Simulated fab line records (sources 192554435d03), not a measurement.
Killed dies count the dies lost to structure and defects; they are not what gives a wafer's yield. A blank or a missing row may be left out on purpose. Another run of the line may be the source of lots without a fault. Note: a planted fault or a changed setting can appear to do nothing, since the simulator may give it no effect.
Which tool did it? / flow n5-finfet / 10 lots with 26 wafers sampled at 5 steps, on a route of 1938 steps

== WHAT THE GAUGES READ, wafer by wafer ==
N5_BEOL_M4_RC_MEAS_101. Usual: DIBL_N 36.5 mV/V, standard deviation 2.2; DIBL_P 36.9 mV/V, standard deviation 2.9; IOFF_N 0.17 nA/um, standard deviation 0.044; IOFF_N_85C 3.2 nA/um, standard deviation 0.72; IOFF_N_LIN 0.076 nA/um, standard deviation 0.017; IOFF_N_LONG 5.47e-05 nA/um, standard deviation 2.6e-06; IOFF_P 0.22 nA/um, standard deviation 0.052; IOFF_P_LONG 0.000104 nA/um, standard deviation 9.8e-06; ION_N 671 uA/um, standard deviation 16; ION_P 461 uA/um, standard deviation 10; SS_N 71.6 mV/dec, standard deviation 0.73; SS_P 73.5 mV/dec, standard deviation 0.79; VT_N 250 mV, standard deviation 4.1; VT_N_LONG 275.1 mV, standard deviation 2.3; VT_N_LVT 98 mV, standard deviation 4.6; VT_P -250 mV, standard deviation 4.1; VT_P_LONG -275 mV, standard deviation 3.1; VT_P_LVT -98 mV, standard deviation 4.
lot=L373; measured=day 8 10:38; on=prober-01; DIBL_N (mV/V)=34.2 35.1 32.4; DIBL_P (mV/V)=34.7 37.1 30.0; IOFF_N (nA/um)=0.12 0.13 0.09; IOFF_N_85C (nA/um)=2.4 2.6 1.9; IOFF_N_LIN (nA/um)=0.060 0.065 0.044; IOFF_N_LONG (nA/um)=5.22e-05 5.24e-05 5.41e-05; IOFF_P (nA/um)=0.16 0.19 0.10; IOFF_P_LONG (nA/um)=0.0001 9.6e-05 9.1e-05; ION_N (uA/um)=667 674 647; ION_P (uA/um)=455 463 440; SS_N (mV/dec)=70.9 71.0 70.4; SS_P (mV/dec)=72.1 72.9 71.1; VT_N (mV)=253 252 260; VT_N_LONG (mV)=277.1 278.6 275.4; VT_N_LVT (mV)=101 100 106; VT_P (mV)=-255 -254 -262; VT_P_LONG (mV)=-278 -281 -278; VT_P_LVT (mV)=-103 -100 -109; flag=
lot=L374; measured=day 9 04:32; on=prober-02; DIBL_N (mV/V)=35.9 36.7 35.2; DIBL_P (mV/V)=36.2 36.3 36.0; IOFF_N (nA/um)=0.15 0.15 0.14; IOFF_N_85C (nA/um)=2.9 3.0 2.7; IOFF_N_LIN (nA/um)=0.072 0.071 0.065; IOFF_N_LONG (nA/um)=5.47e-05 5.57e-05 5.5e-05; IOFF_P (nA/um)=0.21 0.20 0.21; IOFF_P_LONG (nA/um)=0.000116 0.000113 0.000107; ION_N (uA/um)=666 656 664; ION_P (uA/um)=459 453 461; SS_N (mV/dec)=70.7 71.3 71.9; SS_P (mV/dec)=73.0 73.7 73.2; VT_N (mV)=249 250 253; VT_N_LONG (mV)=272.8 273.7 278.4; VT_N_LVT (mV)=100 101 102; VT_P (mV)=-249 -252 -248; VT_P_LONG (mV)=-274 -275 -274; VT_P_LVT (mV)=-98 -99 -98; flag=
lot=L375; measured=day 9 11:28; on=prober-01; DIBL_N (mV/V)=34.2 37.0 35.7; DIBL_P (mV/V)=34.5 38.1 37.1; IOFF_N (nA/um)=0.11 0.16 0.13; IOFF_N_85C (nA/um)=2.4 3.2 2.7; IOFF_N_LIN (nA/um)=0.055 0.071 0.063; IOFF_N_LONG (nA/um)=5.31e-05 5.24e-05 5.19e-05; IOFF_P (nA/um)=0.18 0.22 0.21; IOFF_P_LONG (nA/um)=0.000111 0.0001 0.000107; ION_N (uA/um)=655 655 668; ION_P (uA/um)=451 448 463; SS_N (mV/dec)=71.1 72.2 71.2; SS_P (mV/dec)=72.1 73.3 72.9; VT_N (mV)=258 250 252; VT_N_LONG (mV)=275.4 275.3 279.1; VT_N_LVT (mV)=104 99 102; VT_P (mV)=-254 -252 -251; VT_P_LONG (mV)=-274 -274 -273; VT_P_LVT (mV)=-102 -100 -100; flag=
lot=L384; measured=day 11 20:53; on=prober-01; DIBL_N (mV/V)=33.4 32.8; DIBL_P (mV/V)=32.6 31.6; IOFF_N (nA/um)=0.11 0.36; IOFF_N_85C (nA/um)=2.3 6.3; IOFF_N_LIN (nA/um)=0.054 0.191; IOFF_N_LONG (nA/um)=5.26e-05 0.0001595; IOFF_P (nA/um)=0.14 0.09; IOFF_P_LONG (nA/um)=9.5e-05 6.6e-05; ION_N (uA/um)=661 726; ION_P (uA/um)=448 432; SS_N (mV/dec)=70.1 69.6; SS_P (mV/dec)=73.1 72.7; VT_N (mV)=256 218; VT_N_LONG (mV)=277.9 240.7; VT_N_LVT (mV)=101 66; VT_P (mV)=-258 -269; VT_P_LONG (mV)=-278 -292; VT_P_LVT (mV)=-104 -115; flag=OFF
lot=L387; measured=day 12 04:52; on=prober-02; DIBL_N (mV/V)=35.5 36.0; DIBL_P (mV/V)=35.7 36.9; IOFF_N (nA/um)=0.13 0.14; IOFF_N_85C (nA/um)=2.8 3.0; IOFF_N_LIN (nA/um)=0.064 0.066; IOFF_N_LONG (nA/um)=4.99e-05 4.88e-05; IOFF_P (nA/um)=0.18 0.20; IOFF_P_LONG (nA/um)=8.9e-05 8.9e-05; ION_N (uA/um)=670 668; ION_P (uA/um)=458 454; SS_N (mV/dec)=71.1 71.4; SS_P (mV/dec)=73.5 73.4; VT_N (mV)=252 254; VT_N_LONG (mV)=277.4 279.4; VT_N_LVT (mV)=102 102; VT_P (mV)=-253 -252; VT_P_LONG (mV)=-281 -279; VT_P_LVT (mV)=-102 -102; flag=
lot=L389; measured=day 12 22:58; on=prober-02; DIBL_N (mV/V)=38.1 38.3 37.2; DIBL_P (mV/V)=37.6 38.7 37.2; IOFF_N (nA/um)=0.21 0.21 0.20; IOFF_N_85C (nA/um)=3.8 4.0 3.7; IOFF_N_LIN (nA/um)=0.093 0.095 0.089; IOFF_N_LONG (nA/um)=5.74e-05 5.54e-05 5.75e-05; IOFF_P (nA/um)=0.26 0.26 0.24; IOFF_P_LONG (nA/um)=0.000103 9.7e-05 0.000105; ION_N (uA/um)=680 685 688; ION_P (uA/um)=465 468 465; SS_N (mV/dec)=71.9 72.3 71.7; SS_P (mV/dec)=73.6 74.0 73.9; VT_N (mV)=245 244 246; VT_N_LONG (mV)=272.0 273.2 272.8; VT_N_LVT (mV)=93 94 94; VT_P (mV)=-246 -249 -249; VT_P_LONG (mV)=-275 -277 -278; VT_P_LVT (mV)=-96 -96 -96; flag=
lot=L391; measured=day 13 09:13; on=prober-01; DIBL_N (mV/V)=32.5 40.5 35.3; DIBL_P (mV/V)=32.7 41.8 35.7; IOFF_N (nA/um)=0.11 0.22 0.14; IOFF_N_85C (nA/um)=2.2 4.1 2.7; IOFF_N_LIN (nA/um)=0.055 0.093 0.065; IOFF_N_LONG (nA/um)=5.19e-05 5.21e-05 5.14e-05; IOFF_P (nA/um)=0.14 0.26 0.18; IOFF_P_LONG (nA/um)=8.7e-05 0.000104 9.1e-05; ION_N (uA/um)=658 677 657; ION_P (uA/um)=455 461 453; SS_N (mV/dec)=69.8 72.3 70.3; SS_P (mV/dec)=71.9 75.3 73.5; VT_N (mV)=252 247 251; VT_N_LONG (mV)=273.6 278.5 277.5; VT_N_LVT (mV)=101 96 100; VT_P (mV)=-255 -249 -253; VT_P_LONG (mV)=-279 -278 -280; VT_P_LVT (mV)=-104 -98 -102; flag=
lot=L394; measured=day 14 06:13; on=prober-02; DIBL_N (mV/V)=38.1 36.0; DIBL_P (mV/V)=37.4 34.1; IOFF_N (nA/um)=0.16 0.12; IOFF_N_85C (nA/um)=3.1 2.4; IOFF_N_LIN (nA/um)=0.070 0.056; IOFF_N_LONG (nA/um)=5.1e-05 5.19e-05; IOFF_P (nA/um)=0.24 0.16; IOFF_P_LONG (nA/um)=9.2e-05 9.6e-05; ION_N (uA/um)=648 654; ION_P (uA/um)=447 448; SS_N (mV/dec)=71.6 71.5; SS_P (mV/dec)=74.0 72.8; VT_N (mV)=252 256; VT_N_LONG (mV)=276.4 279.0; VT_N_LVT (mV)=101 105; VT_P (mV)=-250 -254; VT_P_LONG (mV)=-278 -276; VT_P_LVT (mV)=-101 -103; flag=
lot=L395; measured=day 14 05:49; on=prober-01; DIBL_N (mV/V)=35.3 38.1 37.8; DIBL_P (mV/V)=35.5 38.7 39.4; IOFF_N (nA/um)=0.14 0.18 0.17; IOFF_N_85C (nA/um)=2.7 3.4 3.3; IOFF_N_LIN (nA/um)=0.067 0.080 0.078; IOFF_N_LONG (nA/um)=5.28e-05 5.38e-05 5.33e-05; IOFF_P (nA/um)=0.18 0.23 0.25; IOFF_P_LONG (nA/um)=9.6e-05 9.8e-05 9.6e-05; ION_N (uA/um)=666 674 668; ION_P (uA/um)=461 463 461; SS_N (mV/dec)=70.9 71.7 71.4; SS_P (mV/dec)=73.1 74.3 74.4; VT_N (mV)=250 247 248; VT_N_LONG (mV)=275.8 275.2 278.2; VT_N_LVT (mV)=99 96 97; VT_P (mV)=-252 -249 -252; VT_P_LONG (mV)=-277 -274 -275; VT_P_LVT (mV)=-100 -97 -96; flag=
lot=L396; measured=day 15 04:48; on=prober-01; DIBL_N (mV/V)=40.2 42.3; DIBL_P (mV/V)=42.9 44.0; IOFF_N (nA/um)=0.23 0.28; IOFF_N_85C (nA/um)=4.2 5.1; IOFF_N_LIN (nA/um)=0.099 0.115; IOFF_N_LONG (nA/um)=5.4e-05 5.53e-05; IOFF_P (nA/um)=0.29 0.33; IOFF_P_LONG (nA/um)=9.7e-05 9.7e-05; ION_N (uA/um)=669 702; ION_P (uA/um)=456 471; SS_N (mV/dec)=72.3 73.4; SS_P (mV/dec)=74.7 75.0; VT_N (mV)=248 242; VT_N_LONG (mV)=276.3 276.1; VT_N_LVT (mV)=95 94; VT_P (mV)=-247 -243; VT_P_LONG (mV)=-274 -276; VT_P_LVT (mV)=-97 -95; flag=

== WHICH TOOL RAN EACH LOT (tool, then ch and the chambers of the sampled wafers, then the start) ==
lot=L373; N5_HKMG_FIN_STRIP_34=rie-diel-06 ch 0,2,3, day 4 08:00; N5_HKMG_FIN_ALD_91=ald-metal-03 ch 0,1,2, day 4 08:42; N5_HKMG_FIN_STRIP_88=plasma-asher-02 ch 0,1, day 4 09:17; N5_HKMG_FIN_W_FILL_22=cvd-w-02 ch 0,1, day 4 11:17
lot=L374; N5_HKMG_FIN_STRIP_34=rie-diel-02 ch 1,2,3, day 4 14:25; N5_HKMG_FIN_ALD_91=ald-metal-03 ch 0,3, day 4 15:07; N5_HKMG_FIN_STRIP_88=plasma-asher-02 ch 0,1, day 4 15:43; N5_HKMG_FIN_W_FILL_22=cvd-w-02 ch 0,1, day 4 17:42
lot=L375; N5_HKMG_FIN_STRIP_34=rie-diel-06 ch 0,2,3, day 4 22:47; N5_HKMG_FIN_ALD_91=ald-metal-02 ch 0,2,3, day 4 23:30; N5_HKMG_FIN_STRIP_88=plasma-asher-02 ch 0,1, day 5 00:34; N5_HKMG_FIN_W_FILL_22=cvd-w-01 ch 0,1, day 5 02:28
lot=L384; N5_HKMG_FIN_STRIP_34=rie-diel-05 ch 0,2, day 7 04:36; N5_HKMG_FIN_ALD_91=ald-metal-01 ch 0,1, day 7 05:18; N5_HKMG_FIN_STRIP_88=plasma-asher-01 ch 0,1, day 7 05:59; N5_HKMG_FIN_W_FILL_22=cvd-w-02 ch 0, day 7 08:05
lot=L387; N5_HKMG_FIN_STRIP_34=rie-diel-06 ch 1, day 7 17:16; N5_HKMG_FIN_ALD_91=ald-metal-03 ch 1, day 7 17:58; N5_HKMG_FIN_STRIP_88=plasma-asher-01 ch 1, day 7 18:40; N5_HKMG_FIN_W_FILL_22=cvd-w-02 ch 0, day 7 20:51
lot=L389; N5_HKMG_FIN_STRIP_34=rie-diel-02 ch 2,3, day 8 01:59; N5_HKMG_FIN_ALD_91=ald-metal-02 ch 0,2,3, day 8 02:41; N5_HKMG_FIN_STRIP_88=plasma-asher-01 ch 0,1, day 8 03:17; N5_HKMG_FIN_W_FILL_22=cvd-w-01 ch 1, day 8 05:20
lot=L391; N5_HKMG_FIN_STRIP_34=rie-diel-05 ch 0,1, day 8 15:57; N5_HKMG_FIN_ALD_91=ald-metal-02 ch 1,2, day 8 16:39; N5_HKMG_FIN_STRIP_88=plasma-asher-02 ch 1, day 8 17:22; N5_HKMG_FIN_W_FILL_22=cvd-w-02 ch 0,1, day 8 19:21
lot=L394; N5_HKMG_FIN_STRIP_34=rie-diel-02 ch 1,3, day 9 11:37; N5_HKMG_FIN_ALD_91=ald-metal-02 ch 0,3, day 9 12:19; N5_HKMG_FIN_STRIP_88=plasma-asher-02 ch 1, day 9 12:58; N5_HKMG_FIN_W_FILL_22=cvd-w-01 ch 0, day 9 14:58
lot=L395; N5_HKMG_FIN_STRIP_34=rie-diel-02 ch 2,3, day 9 15:50; N5_HKMG_FIN_ALD_91=ald-metal-02 ch 0,2, day 9 16:33; N5_HKMG_FIN_STRIP_88=plasma-asher-01 ch 0,1, day 9 17:08; N5_HKMG_FIN_W_FILL_22=cvd-w-01 ch 0,1, day 9 19:07
lot=L396; N5_HKMG_FIN_STRIP_34=rie-diel-05 ch 0,1, day 9 22:09; N5_HKMG_FIN_ALD_91=ald-metal-02 ch 2,3, day 9 22:50; N5_HKMG_FIN_STRIP_88=plasma-asher-02 ch 0,1, day 9 23:34; N5_HKMG_FIN_W_FILL_22=cvd-w-02 ch 0, day 10 01:26
- N5_HKMG_FIN_STRIP_34: strips in CF4.
- N5_HKMG_FIN_ALD_91: deposits TiN, target thk 1 nm, pulse time 1 s, purge time 3 s.
- N5_HKMG_FIN_STRIP_88: strips in N2/H2, time 360 s.
- N5_HKMG_FIN_W_FILL_22: material W, target thk 60 nm, time 18.2 s.

== AS READ BY THE TOOLS THEMSELVES (means over the sampled wafers that have a number; for cases with no such wafer, the mark the record gives instead) ==
N5_HKMG_FIN_STRIP_34. Usual: drypump-motor-current-A 5.5 A, standard deviation 0.51; oes-product-au 0.77 a.u., standard deviation 0.082; rf-vpp-V 271.7 V, standard deviation 1.2; showerhead-plenum-p-Torr 1.81 Torr, standard deviation 0.04; throttle-valve-pct 13.6 %, standard deviation 0.33.
lot=L373; tool=rie-diel-06; drypump-motor-current-A (A)=5.2; oes-product-au (a.u.)=0.81; rf-vpp-V (V)=272.0; showerhead-plenum-p-Torr (Torr)=1.82; throttle-valve-pct (%)=13.5; flag=
lot=L374; tool=rie-diel-02; drypump-motor-current-A (A)=5.4; oes-product-au (a.u.)=0.74; rf-vpp-V (V)=272.3; showerhead-plenum-p-Torr (Torr)=1.84; throttle-valve-pct (%)=13.8; flag=
lot=L375; tool=rie-diel-06; drypump-motor-current-A (A)=5.2; oes-product-au (a.u.)=0.81; rf-vpp-V (V)=272.0; showerhead-plenum-p-Torr (Torr)=1.82; throttle-valve-pct (%)=13.5; flag=
lot=L384; tool=rie-diel-05; drypump-motor-current-A (A)=6.1; oes-product-au (a.u.)=0.82; rf-vpp-V (V)=269.1; showerhead-plenum-p-Torr (Torr)=1.75; throttle-valve-pct (%)=13.4; flag=
lot=L387; tool=rie-diel-06; drypump-motor-current-A (A)=6.5; oes-product-au (a.u.)=0.82; rf-vpp-V (V)=270.3; showerhead-plenum-p-Torr (Torr)=1.79; throttle-valve-pct (%)=13.0; flag=
lot=L389; tool=rie-diel-02; drypump-motor-current-A (A)=5.2; oes-product-au (a.u.)=0.70; rf-vpp-V (V)=272.8; showerhead-plenum-p-Torr (Torr)=1.85; throttle-valve-pct (%)=13.8; flag=
lot=L391; tool=rie-diel-05; drypump-motor-current-A (A)=5.4; oes-product-au (a.u.)=0.73; rf-vpp-V (V)=270.1; showerhead-plenum-p-Torr (Torr)=1.76; throttle-valve-pct (%)=13.5; flag=
lot=L394; tool=rie-diel-02; drypump-motor-current-A (A)=5.5; oes-product-au (a.u.)=0.85; rf-vpp-V (V)=271.8; showerhead-plenum-p-Torr (Torr)=1.82; throttle-valve-pct (%)=13.7; flag=
lot=L395; tool=rie-diel-02; drypump-motor-current-A (A)=5.2; oes-product-au (a.u.)=0.77; rf-vpp-V (V)=272.4; showerhead-plenum-p-Torr (Torr)=1.84; throttle-valve-pct (%)=13.7; flag=
lot=L396; tool=rie-diel-05; drypump-motor-current-A (A)=5.6; oes-product-au (a.u.)=0.74; rf-vpp-V (V)=270.4; showerhead-plenum-p-Torr (Torr)=1.75; throttle-valve-pct (%)=13.5; flag=

N5_HKMG_FIN_ALD_91. Usual: heater-power-w 852 W, standard deviation 120; precursor-pulse-height-rel 0.997, standard deviation 0.019.
lot=L373; tool=ald-metal-03; heater-power-w (W)=895; precursor-pulse-height-rel=0.982; flag=
lot=L374; tool=ald-metal-03; heater-power-w (W)=804; precursor-pulse-height-rel=0.988; flag=
lot=L375; tool=ald-metal-02; heater-power-w (W)=762; precursor-pulse-height-rel=1.016; flag=
lot=L384; tool=ald-metal-01; heater-power-w (W)=876; precursor-pulse-height-rel=0.988; flag=
lot=L387; tool=ald-metal-03; heater-power-w (W)=926; precursor-pulse-height-rel=1.002; flag=
lot=L389; tool=ald-metal-02; heater-power-w (W)=756; precursor-pulse-height-rel=0.985; flag=
lot=L391; tool=ald-metal-02; heater-power-w (W)=770; precursor-pulse-height-rel=0.988; flag=
lot=L394; tool=ald-metal-02; heater-power-w (W)=787; precursor-pulse-height-rel=1.009; flag=
lot=L395; tool=ald-metal-02; heater-power-w (W)=724; precursor-pulse-height-rel=1.005; flag=
lot=L396; tool=ald-metal-02; heater-power-w (W)=793; precursor-pulse-height-rel=1.004; flag=

N5_HKMG_FIN_STRIP_88. Usual: drypump-motor-current-A 5.7 A, standard deviation 0.4; heater-power-w 471 W, standard deviation 29.
lot=L373; tool=plasma-asher-02; drypump-motor-current-A (A)=6.1; heater-power-w (W)=497; flag=
lot=L374; tool=plasma-asher-02; drypump-motor-current-A (A)=6.1; heater-power-w (W)=486; flag=
lot=L375; tool=plasma-asher-02; drypump-motor-current-A (A)=6.1; heater-power-w (W)=492; flag=
lot=L384; tool=plasma-asher-01; drypump-motor-current-A (A)=5.5; heater-power-w (W)=450; flag=
lot=L387; tool=plasma-asher-01; drypump-motor-current-A (A)=5.3; heater-power-w (W)=468; flag=
lot=L389; tool=plasma-asher-01; drypump-motor-current-A (A)=5.5; heater-power-w (W)=439; flag=
lot=L391; tool=plasma-asher-02; drypump-motor-current-A (A)=5.6; heater-power-w (W)=511; flag=
lot=L394; tool=plasma-asher-02; drypump-motor-current-A (A)=5.6; heater-power-w (W)=512; flag=
lot=L395; tool=plasma-asher-01; drypump-motor-current-A (A)=5.4; heater-power-w (W)=450; flag=
lot=L396; tool=plasma-asher-02; drypump-motor-current-A (A)=6.0; heater-power-w (W)=497; flag=

N5_HKMG_FIN_W_FILL_22. Usual: heater-power-w 913 W, standard deviation 100; throttle-valve-pct 19.2 %, standard deviation 0.71.
lot=L373; tool=cvd-w-02; heater-power-w (W)=959; throttle-valve-pct (%)=18.7; flag=
lot=L374; tool=cvd-w-02; heater-power-w (W)=947; throttle-valve-pct (%)=18.8; flag=
lot=L375; tool=cvd-w-01; heater-power-w (W)=899; throttle-valve-pct (%)=19.1; flag=
lot=L384; tool=cvd-w-02; heater-power-w (W)=1004; throttle-valve-pct (%)=20.1; flag=
lot=L387; tool=cvd-w-02; heater-power-w (W)=996; throttle-valve-pct (%)=20.2; flag=
lot=L389; tool=cvd-w-01; heater-power-w (W)=727; throttle-valve-pct (%)=19.8; flag=
lot=L391; tool=cvd-w-02; heater-power-w (W)=986; throttle-valve-pct (%)=19.7; flag=
lot=L394; tool=cvd-w-01; heater-power-w (W)=962; throttle-valve-pct (%)=18.9; flag=
lot=L395; tool=cvd-w-01; heater-power-w (W)=807; throttle-valve-pct (%)=19.7; flag=
lot=L396; tool=cvd-w-02; heater-power-w (W)=1009; throttle-valve-pct (%)=20.1; flag=

== THE ANSWER, worked out from the rows above alone ==
Rule: lot off if the mean of its wafers having a number is beyond 3 standard deviations from the usual mean. Also off: a lot with no number at a reading for which 4 or more lots have one. All remaining lots with rows at the step are treated as sound. Order of review: gauges by route order, followed by the tools' own readings, for which a lot's mean as printed above is used. The first step at which some lot is off is used, and at that step the reading that is off furthest; a lot without a number counts as furthest.
Off: at N5_BEOL_M4_RC_MEAS_101 (IOFF_N_LONG), L384.
If a tool, at a process step before that reading, ran all the lots that are off and no sound lot after the first of them, it fits. Gauges at N5_BEOL_M4_RC_MEAS_101: tried the same way as those tools. One fits: N5_HKMG_FIN_ALD_91 on ald-metal-01. It ran no sound lot before its first lot that is off in this sample, so the start can't be narrowed down.

== WHAT THE SIMULATOR HAD PUT IN ==
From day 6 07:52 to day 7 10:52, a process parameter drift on ald-metal-01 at N5_HKMG_FIN_ALD_91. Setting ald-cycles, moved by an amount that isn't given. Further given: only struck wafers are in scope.
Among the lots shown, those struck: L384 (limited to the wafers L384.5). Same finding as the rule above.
